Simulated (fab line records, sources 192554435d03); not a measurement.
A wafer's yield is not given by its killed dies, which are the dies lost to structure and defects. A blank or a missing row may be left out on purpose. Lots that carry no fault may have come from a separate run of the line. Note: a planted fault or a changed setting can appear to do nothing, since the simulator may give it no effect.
Chamber matching -- flow n5-finfet -- rie-si-04 running N5_FIN_CUT_CUT_ETCH_15: 4 sister chambers
The step etches Si in HBr/Cl2/O2, target depth 100 nm, bt time 10 s, time 42.4 s. 8 wafers are shown with their chamber, then 10 later ones without.

WAFERS WITH THEIR CHAMBER
wafer,chamber,drypump-motor-current-A (A),oes-product-au (a.u.)
L079.1,1,4.8,1.002
L080.5,0,5.4,1.002
L091.4,2,5.8,0.994
L092.1,1,4.8,1.005
L092.2,3,5.6,1.005
L092.3,0,5.5,1.010
L093.1,3,5.6,0.998
L093.2,2,5.8,1.009

WAFERS WITHOUT THEIR CHAMBER
wafer,drypump-motor-current-A (A),oes-product-au (a.u.)
L093.4,5.4,1.004
L095.3,4.8,1.000
L095.4,5.6,1.000
L095.5,5.4,1.010
L096.2,5.8,0.996
L096.3,4.8,1.000
L096.5,5.4,1.020
L097.2,5.6,0.999
L097.4,5.5,1.012
L097.6,5.8,0.998

WHICH CHAMBER EACH WENT THROUGH
wafer,from the rows above,in truth
L093.4,0,0
L095.3,1,1
L095.4,3,3
L095.5,0,0
L096.2,2,2
L096.3,1,1
L096.5,0,0
L097.2,3,3
L097.4,can't be placed: 0 or 3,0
L097.6,2,2
Placed correctly: 9 of 10. These rows do not allow placing 1 (true chamber among the candidates in 1). Placed wrongly: 0.
How it was worked out, from the rows above alone: a wafer's distance from a chamber is the root of the sum, over the readings, of the square of ((its reading less the chamber's mean) divided by the reading's scatter). The wafer belongs to the nearest chamber; if the next one is less than 2 further off, it can't be placed. Each chamber's mean is taken over the wafers shown for it. The scatter is the square root of a quotient: the sum, over the shown wafers, of each reading's squared deviation from its chamber's mean, divided by wafers minus chambers.
